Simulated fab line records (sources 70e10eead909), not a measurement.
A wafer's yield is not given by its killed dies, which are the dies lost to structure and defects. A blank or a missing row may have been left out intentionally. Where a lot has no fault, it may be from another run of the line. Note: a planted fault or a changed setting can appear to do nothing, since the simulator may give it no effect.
Matching of chambers	flow nand harc	rie diel-13 running NHARC_A_STAIRCASE_DESCUM_270: 4 sister chambers
The step chemistry O2, time 3 s. 4 wafers are shown with their chamber, then 11 later ones without.

WAFERS PAIRED WITH THEIR CHAMBERS
wafer	chamber	drypump motor current A (A)
L083.2	0	5.5
L086.4	3	5.2
L086.6	2	6.0
L091.1	1	6.1

WAFERS WHOSE CHAMBER IS MISSING
wafer	drypump motor current A (A)
L091.3	5.2
L091.4	5.5
L093.2	6.1
L093.4	5.2
L093.6	6.1
L094.1	6.1
L094.4	5.3
L094.6	6.0
L095.2	6.0
L095.5	6.1
L095.6	6.1

WHICH CHAMBER EACH WENT THROUGH
wafer	from the rows above	in truth
L091.3	3	3
L091.4	0	0
L093.2	1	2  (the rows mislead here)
L093.4	3	3
L093.6	1	1
L094.1	1	1
L094.4	3	3
L094.6	2	2
L095.2	2	2
L095.5	1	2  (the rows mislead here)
L095.6	1	1
9 of 11 placed correctly. Can't be placed from these rows: 0. Placed wrongly: 2.
How it was worked out, from the rows above alone: a wafer's distance from a chamber is the root of the sum, over the readings, of the square of ((its reading less the chamber's mean) divided by the reading's scatter). The wafer belongs to the nearest chamber; if the next one is less than 2 further off, it can't be placed. For every chamber, the mean is computed from those of its wafers that are shown. The scatter (one wafer shown for each chamber): square how far every hidden wafer sits from the nearest shown wafer, average those squares and take the square root.
